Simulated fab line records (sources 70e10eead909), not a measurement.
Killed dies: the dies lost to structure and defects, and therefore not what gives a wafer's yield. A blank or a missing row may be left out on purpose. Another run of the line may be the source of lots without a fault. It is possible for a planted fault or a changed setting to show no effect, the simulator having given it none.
fab line records	flow nand_harc
record: lots: 14	wafers: 40	last_day: 25
route steps=1159 shown A_CONTACT@955 A_BLC@976
lots with no fault: from the same line, run without faults
start_h: start of the lot's first displayed wafer, in hours after the record's first day	wait_h: how many hours have passed since the lot's step before this one	" same as the row above	L1.1+2: a single row standing in for several wafers	- no value, or no start given	* or withheld: withheld	< > ~ a bound
route shown NAME@n: names a module that has steps shown in the file, with the first one's number in the route	usual: the fault-free wafers' mean and standard deviation	same: alike in all rows	chamber/n: place in a boat	sites: readings site by site	_std_site: their standard deviation	_edge_site: mean of outer sites minus mean of inner sites	radius_mm: how far each site lies from the wafer's centre	mask NAME#n: copy n	behind: the last tool/chamber to shape the wafer	hold: the reason the lot was held/the length of the hold in hours/how it ended	device: names the non-switching transistor (n, p or np)	end of line: the tests these same wafers got at the end of their route	where a step has no rows: the recipe by itself	killed: at the first sort, the dies lost to defects and structure; wafer yield is something else	map: per-die view of a wafer (x killed, . not killed, _ where there is no die)
set.NAME: the setting that was run; set.NAME@STEP: the one run at that earlier step	model.NAME: the simulator's own value behind a step, which no gauge read
route steps across a sampled set of lots; one table per step, one row per wafer
services: when a tool's chamber went out of use (start_h, in hours from the record's first day, below 0 if earlier), for how many hours, and the reason
== steps ==
step: NHARC_A_CONTACT_ETCH_110
recipe: target_depth_a: 500	overetch_a: 50	time_s: 27.5	ion_energy_ev: 100	cf4_flow_sccm: 80	o2_flow_sccm: 20	ar_flow_sccm: 0	rf_w: 300	bias_w: 100	chemistry: CF4/O2
usual: drypump_motor_current_A: 5.8/0.36	oes_product_au: 0.998/0.0097	rf_vpp_V: 197.8/1.5	showerhead_plenum_p_Torr: 1.34/0.065	throttle_valve_pct: 13.398/0.0092
same: time_s: 27.5
lot.wafer	tool	chamber	start_h	wait_h	drypump_motor_current_A	oes_product_au	rf_hours_counter_h	rf_vpp_V	showerhead_plenum_p_Torr	throttle_valve_pct
L570.2	rie_diel-09	2	378.37	0.1	5.6	1.006	44	197.0	1.34	13.397
L570.3	"	0	"	"	5.5	1.003	44	197.4	1.26	13.395
L570.4	"	1	"	"	5.2	0.991	41	197.9	1.39	13.402
L569.1	rie_diel-09	3	379.59	0.1	6.2	1.005	46	198.2	1.42	13.395
L569.6	"	2	"	"	5.6	0.997	-	197.4	1.34	13.401
L569.5	"	3	"	"	6.2	1.012	-	200.3	1.42	13.384
L571.4	rie_diel-10	0	392.07	0.1	5.7	1.007	5	200.2	1.42	13.388
L571.3	"	2	"	"	6.7	1.007	5	198.1	1.40	13.388
L571.5	"	0	"	"	5.7	1.011	-	199.5	1.42	13.402
L574.4	rie_diel-10	0	407.24	0.1	5.7	1.002	6	199.3	1.42	13.399
L574.6	"	3	"	"	5.5	0.986	-	196.7	1.34	13.386
L574.5	"	0	"	"	5.7	1.001	-	198.3	1.42	13.385
L575.2	rie_diel-10	1	411.06	0.1	5.7	1.002	7	196.3	1.25	13.385
L575.6	"	1	"	"	5.7	0.998	-	194.7	1.25	13.384
L575.5	"	2	"	"	6.7	1.004	-	198.4	1.40	13.384
L578.4	rie_diel-02	2	427.70	0.1	5.9	0.980	35	199.4	1.42	13.390
L578.1	"	1	"	"	5.6	0.976	35	197.9	1.33	13.407
L578.6	"	2	"	"	5.9	0.984	-	199.1	1.42	13.404
L577.2	rie_diel-10	3	443.66	0.1	5.4	0.995	12	197.4	1.34	13.405
L577.5	"	1	"	"	5.8	1.006	-	196.7	1.24	13.376
L577.6	"	2	"	"	6.7	1.006	-	199.0	1.40	13.405
L579.4	rie_diel-10	2	444.52	0.1	6.8	0.994	13	200.3	1.40	13.394
L579.5	"	3	"	"	5.4	0.996	-	198.8	1.34	13.401
L579.6	"	0	"	"	5.7	1.002	-	199.9	1.42	13.380
L581.3	rie_diel-02	2	461.07	0.0	5.9	0.987	49	199.3	1.42	13.417
L581.1	"	3	"	"	5.6	0.997	46	196.6	1.25	13.397
L581.2	"	0	"	"	5.8	1.001	47	196.9	1.32	13.394
L585.3	rie_diel-09	3	473.60	0.1	6.2	1.013	12	198.6	1.41	13.411
L585.5	"	3	"	"	6.2	1.005	-	200.0	1.41	13.393
L584.1	rie_diel-02	3	477.74	0.1	5.5	0.990	56	194.9	1.25	13.403
L584.5	"	3	"	"	5.6	0.981	-	196.2	1.25	13.402
L587.2	rie_diel-10	3	495.23	0.1	5.4	1.001	23	197.1	1.34	13.399
L587.3	"	0	"	"	5.7	1.010	23	199.1	1.42	13.406
L587.6	"	1	"	"	5.7	1.015	-	196.6	1.24	13.403
L591.1	rie_diel-02	3	518.77	0.1	5.5	1.003	1	196.0	1.25	13.404
L591.2	"	1	"	"	5.6	0.998	1	195.4	1.33	13.391
L591.5	"	3	"	"	5.5	1.005	-	197.4	1.25	13.389
L592.2	rie_diel-09	3	532.33	0.1	6.2	0.998	33	200.3	1.41	13.390
L592.3	"	0	"	"	5.6	0.999	32	196.4	1.25	13.405
L592.5	"	1	"	"	5.2	0.985	-	199.6	1.38	13.405
step: NHARC_A_BLC_INSPECT_12
usual: raw_defect_count: 29/15
lot.wafer	tool	chamber	start_h	wait_h	raw_defect_count
L570.2	defect_inspect-02	-	381.16	0.0	28
L570.3	"	-	"	"	36
L570.4	"	-	"	"	28
L569.1	defect_inspect-01	-	382.22	0.0	27
L569.5	"	-	"	"	15
L569.6	"	-	"	"	18
L571.3	defect_inspect-02	-	402.78	0.0	25
L571.4	"	-	"	"	19
L571.5	"	-	"	"	25
L574.4	defect_inspect-02	-	410.20	0.0	6
L574.5	"	-	"	"	8
L574.6	"	-	"	"	8
L575.2	defect_inspect-01	-	418.74	0.0	29
L575.5	"	-	"	"	15
L575.6	"	-	"	"	14
L578.1	defect_inspect-02	-	432.31	0.0	27
L578.4	"	-	"	"	28
L578.6	"	-	"	"	24
L577.2	defect_inspect-01	-	446.44	0.0	22
L577.5	"	-	"	"	17
L577.6	"	-	"	"	14
L579.4	defect_inspect-01	-	447.28	0.0	36
L579.5	"	-	"	"	48
L579.6	"	-	"	"	42
L581.1	defect_inspect-01	-	468.13	0.0	15
L581.2	"	-	"	"	13
L581.3	"	-	"	"	15
L585.3	defect_inspect-01	-	476.39	0.0	41
L585.5	"	-	"	"	29
L584.1	defect_inspect-01	-	485.07	0.0	35
L584.5	"	-	"	"	40
L587.2	defect_inspect-01	-	503.39	0.0	25
L587.3	"	-	"	"	26
L587.6	"	-	"	"	21
L591.1	defect_inspect-02	-	523.94	0.0	19
L591.2	"	-	"	"	29
L591.5	"	-	"	"	13
L592.2	defect_inspect-01	-	542.19	0.0	50
L592.3	"	-	"	"	67
L592.5	"	-	"	"	45
step: NHARC_A_BLC_DEGAS_30
recipe: temp_c: 300	time_s: 60
usual: heater_power_w: 484/85
same: time_s: 60
lot.wafer	tool	chamber	start_h	wait_h	heater_power_w
L570.3	pvd_sputter-03	-	382.81	-	463
L570.2	"	-	"	"	530
L570.4	"	-	"	"	404
L569.1	pvd_sputter-01	-	383.92	-	475
L569.6	"	-	"	"	489
L569.5	"	-	"	"	461
L571.4	pvd_sputter-01	-	404.60	-	688
L571.3	"	-	"	"	453
L571.5	"	-	"	"	441
L574.4	pvd_sputter-01	-	411.86	-	447
L574.5	"	-	"	"	478
L574.6	"	-	"	"	446
L575.2	pvd_sputter-01	-	420.51	-	447
L575.6	"	-	"	"	454
L575.5	"	-	"	"	689
L578.4	pvd_sputter-01	-	433.96	-	476
L578.1	"	-	"	"	455
L578.6	"	-	"	"	685
L577.2	pvd_sputter-02	-	448.10	-	419
L577.6	"	-	"	"	371
L577.5	"	-	"	"	442
L579.4	pvd_sputter-02	-	448.96	-	433
L579.6	"	-	"	"	426
L579.5	"	-	"	"	378
L581.1	pvd_sputter-02	-	469.76	-	438
L581.3	"	-	"	"	532
L581.2	"	-	"	"	371
L585.3	pvd_sputter-01	-	478.03	-	484
L585.5	"	-	"	"	448
L584.1	pvd_sputter-03	-	486.71	-	499
L584.5	"	-	"	"	437
L587.2	pvd_sputter-02	-	505.09	-	378
L587.3	"	-	"	"	503
L587.6	"	-	"	"	424
L591.2	pvd_sputter-02	-	526.11	-	370
L591.1	"	-	"	"	426
L591.5	"	-	"	"	442
L592.2	pvd_sputter-02	-	543.83	-	515
L592.3	"	-	"	"	421
L592.5	"	-	"	"	441
step: NHARC_A_BLC_CMP_25
recipe: t_overpolish_s: 30	target_thk_nm: 150
usual: motor_current_A: 11.5/1.3	overpolish_run_s: 30.000/0.0098	time_to_endpoint_s: 30/3.4
lot.wafer	tool	chamber	start_h	wait_h	motor_current_A	overpolish_run_s	time_to_endpoint_s
L570.4	cmp-04	2	394.16	0.2	9.3	29.997	32
L570.2	"	0	"	"	11.0	30.002	34
L570.3	"	1	"	"	13.3	30.001	32
L569.1	cmp-03	1	397.58	0.5	12.6	29.999	27
L569.5	"	2	"	"	13.5	29.999	32
L569.6	"	3	"	"	13.6	29.995	26
L571.4	cmp-04	0	405.56	0.2	11.9	29.997	36
L571.3	"	2	"	"	9.7	30.017	34
L571.5	"	0	"	"	11.9	29.997	36
L574.4	cmp-03	0	417.33	0.3	12.4	30.008	21
L574.5	"	0	"	"	11.9	30.018	24
L574.6	"	1	"	"	13.4	29.983	26
L575.2	cmp-02	2	423.08	0.5	10.5	29.991	30
L575.6	"	0	"	"	10.2	29.997	33
L575.5	"	1	"	"	9.4	29.996	34
L578.1	cmp-02	1	440.38	0.4	9.9	29.994	33
L578.4	"	3	"	"	13.0	30.010	32
L578.6	"	1	"	"	9.6	30.004	33
L577.2	cmp-04	2	451.85	0.4	8.9	29.990	32
L577.5	"	1	"	"	12.6	29.986	30
L577.6	"	2	"	"	9.1	30.007	31
L579.4	cmp-04	2	452.32	0.4	9.6	29.990	31
L579.5	"	0	"	"	11.3	29.999	32
L579.6	"	1	"	"	12.6	29.990	28
L581.1	cmp-04	1	473.07	0.4	13.0	29.999	31
L581.2	"	2	"	"	9.5	29.999	31
L581.3	"	3	"	"	12.6	29.991	30
L585.3	cmp-02	2	479.05	0.4	9.9	15.670	62
L585.5	"	0	"	"	11.1	16.200	62
L584.1	cmp-02	0	491.81	0.4	10.9	29.996	31
L584.5	"	1	"	"	9.8	18.129	59
L587.2	cmp-04	1	509.05	0.5	13.3	29.983	33
L587.3	"	0	"	"	12.1	29.991	35
L587.6	"	1	"	"	13.2	30.013	32
L591.1	cmp-04	0	530.48	0.4	11.7	29.998	33
L591.2	"	2	"	"	9.7	29.995	31
L591.5	"	1	"	"	12.6	30.003	31
L592.3	cmp-03	1	550.28	0.2	12.7	29.997	32
L592.2	"	3	"	"	13.5	29.985	30
L592.5	"	2	"	"	12.9	29.991	36
== services ==
tool	chamber	start_h	hours	kind
cmp-03	-	356.39	4.0	pm
cmp-04	-	368.02	1.4	repair
rie_diel-02	1	377.35	2.2	repair
pvd_sputter-02	-	392.00	10.0	pm
cmp-04	-	397.24	1.0	repair
cmp-04	-	399.00	4.0	pm
rie_diel-09	2	401.69	12.6	repair
cmp-02	-	402.25	2.3	repair
rie_diel-09	2	428.25	14.1	repair
rie_diel-09	-	431.26	9.0	pm
cmp-02	-	442.61	4.0	pm
rie_diel-09	3	453.44	1.9	repair
rie_diel-09	-	461.79	0.3	repair
rie_diel-10	2	462.02	18.7	repair
pvd_sputter-01	-	464.32	6.8	repair
cmp-04	-	475.59	14.5	repair
cmp-04	-	497.00	4.0	pm
rie_diel-02	-	505.18	9.0	pm
pvd_sputter-01	-	514.00	10.0	pm
pvd_sputter-02	-	516.52	2.5	repair
rie_diel-10	-	530.58	9.0	pm
cmp-02	-	533.30	1.6	repair
cmp-02	-	540.70	4.0	pm
rie_diel-10	-	541.71	0.2	repair
== key ==
first_sign: step: NHARC_A_BLC_CMP_25	reading: overpolish_run_s	direction: down	sigmas: 99+	usual: 30.000	struck: 16.667
effect: step: NHARC_A_BLC_CMP_25	reading: time_to_endpoint_s	direction: up	sigmas: 9.2	usual: *	struck: *
met_at NHARC_A_BLC_CMP_25
struck_lots L584,L585
struck_wafers L584.5,L585.3,L585.5
sort_left_out L584.5,L585.3,L585.5
tester_left_out L584,L585
not_acting_at NHARC_A_CONTACT_ETCH_110,NHARC_A_BLC_INSPECT_12,NHARC_A_BLC_DEGAS_30
onset_between 440.38 479.05
fault: kind: process_parameter_drift	tool: cmp-02	chamber: -	onset_h: 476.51	steps: NHARC_A_BLC_CMP_25	channel: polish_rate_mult	offset: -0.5	shape: step	end_h: 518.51	scope: struck_wafers_only
tester_left_out: of these lots the tester's yield and bins aren't shown, on N5 and GAA mostly nor the transistor test; their killed dies are dies lost to structure and defects alone, not to doping, threshold or leakage, so they don't give the yield
sort_left_out: the simulated sort isn't trusted on such a fault, so these wafers' sort isn't shown, and their yield isn't known
